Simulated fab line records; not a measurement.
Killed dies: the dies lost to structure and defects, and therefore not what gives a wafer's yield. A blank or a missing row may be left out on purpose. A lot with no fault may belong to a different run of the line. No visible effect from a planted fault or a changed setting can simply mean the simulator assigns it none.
Split-lot trial -- flow n5_finfet -- 7 lots, 21 wafers read, on a route of 1938 steps

== ON THE SPLIT ==
At N5_BEOL_M8_ETCH_65 (etches SiARC in CF4, target depth 15.6 nm, time 26 s), the setting source_w was moved away from the recipe's 545 W on 6 of the 21 wafers read, by +4.6% to +17.7%. This setting was run at the recipe's value on the other wafers.

The reading is taken at the split's own step.

== THE READING ==
rf_vpp_V, in V, at N5_BEOL_M8_ETCH_65 (etches SiARC in CF4, target depth 15.6 nm, time 26 s). Fault-free wafers of this fab line usually give 184.0 V, standard deviation 1.3 V.

wafer,"tool, chamber at the split","source_w as run, W",against the recipe,"rf_vpp_V, V",against lot-mates on the recipe
L077.4,"rie_diel-04, 0",545,recipe,185.7,-
L077.5,"rie_diel-04, 2",545,recipe,183.3,-
L077.6,"rie_diel-04, 3",545,recipe,183.1,-
L084.1,"rie_diel-05, 2",545,recipe,181.8,-
L084.5,"rie_diel-05, 3",630.9,+15.8%,175.4,-6.4
L084.6,"rie_diel-05, 0",630.9,+15.8%,175.3,-6.5
L085.1,"rie_diel-05, 0",569.9,+4.6%,181.3,-0.8
L085.3,"rie_diel-05, 2",545,recipe,182.1,-
L085.6,"rie_diel-05, 0",569.9,+4.6%,181.2,-0.9
L087.1,"rie_diel-04, 2",545,recipe,183.0,-
L087.3,"rie_diel-04, 1",545,recipe,186.0,-
L087.5,"rie_diel-04, 2",545,recipe,183.8,-
L091.1,"rie_diel-02, 1",641.2,+17.7%,173.6,-10.4
L091.2,"rie_diel-02, 2",545,recipe,184.0,-
L091.4,"rie_diel-02, 0",641.2,+17.7%,174.7,-9.3
L090.1,"rie_diel-02, 3",545,recipe,181.9,-
L090.2,"rie_diel-02, 2",545,recipe,184.6,-
L090.3,"rie_diel-02, 0",545,recipe,183.8,-
L093.2,"rie_diel-05, 2",545,recipe,182.9,-
L093.3,"rie_diel-05, 1",545,recipe,183.7,-
L093.4,"rie_diel-05, 0",545,recipe,184.1,-

FIT RESULTS
A straight line over all 21 wafers: rf_vpp_V changes by -0.529 V for each +1% of source_w; r = -0.96; the points scatter about the line by 1.1 V.
The same after taking each lot's own level away (the mean of its wafers on the recipe; 21 wafers): -0.49 V for each +1%; r = -0.95; scatter 1.1 V.
On that fit, the largest move of source_w shifts the reading by 8.7 V.
The lots' own levels span 181.80 to 184.27 V, that is 1.9 times the standard deviation above.
So the lot-to-lot level changes the slope little: the two slopes agree.
Check: for one of the wafers moved furthest among these (+17.7%), held out of the fit, the line's prediction against its lot-mates is -7.82 V. It came out at -10.4 V against them.
Tool readings at the split's step, against how far the setting was moved: rf_vpp_V r = -0.96.

== OTHER SPLITS ON THESE WAFERS ==
Other splits were also applied to these wafers ahead of the reading. Each is held against what the fit with the lots' levels taken away leaves over:
other split on the same wafers,wafers away from the commonest value,r with rf_vpp_V (lot level and that fit taken away)
N5_BEOL_M7_DESCUM_33 time_s,11,+0.15

== FILE'S OWN FIT ==
rf_vpp_V changes by -0.482 V for each +1% of source_w, r = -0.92.
